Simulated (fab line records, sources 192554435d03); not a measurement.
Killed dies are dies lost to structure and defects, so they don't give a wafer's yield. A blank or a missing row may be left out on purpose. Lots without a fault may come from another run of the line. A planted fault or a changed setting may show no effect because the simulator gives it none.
Chamber matching | flow n5_finfet | N5_GATE_CUT_STRIP_42 on rie_diel-02: 4 sister chambers
The step strips in O2. 4 wafers are shown with their chamber, then 10 later ones without.

WAFERS WITH THEIR CHAMBER
wafer  | chamber | throttle_valve_pct (%)
L086.5 | 0       | 16.33
L086.6 | 3       | 16.41
L088.1 | 1       | 17.10
L088.2 | 2       | 16.98

WAFERS WITHOUT THEIR CHAMBER
wafer  | throttle_valve_pct (%)
L088.3 | 16.34
L092.1 | 16.43
L092.3 | 16.35
L092.4 | 17.14
L094.2 | 16.98
L094.3 | 16.43
L094.5 | 16.43
L095.1 | 16.42
L095.2 | 17.14
L095.4 | 16.44

WHICH CHAMBER EACH WENT THROUGH
wafer  | from the rows above     | in truth
L088.3 | 0                       | 0
L092.1 | 3                       | 3
L092.3 | can't be placed: 0 or 3 | 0
L092.4 | 1                       | 1
L094.2 | 2                       | 2
L094.3 | 3                       | 3
L094.5 | 3                       | 3
L095.1 | 3                       | 3
L095.2 | 1                       | 1
L095.4 | 3                       | 3
Placed correctly: 9 of 10. Can't be placed from these rows: 1 (the true chamber is among the candidates in 1). Placed wrongly: 0.
How it was worked out, from the rows above alone: a wafer's distance from a chamber is the root of the sum, over the readings, of the square of ((its reading less the chamber's mean) divided by the reading's scatter). The wafer belongs to the nearest chamber; if the next one is less than 2 further off, it can't be placed. A chamber's mean is the mean of its shown wafers. The scatter: with one shown wafer a chamber, the root of the mean of the squares of how far each hidden wafer lies from its nearest shown one.
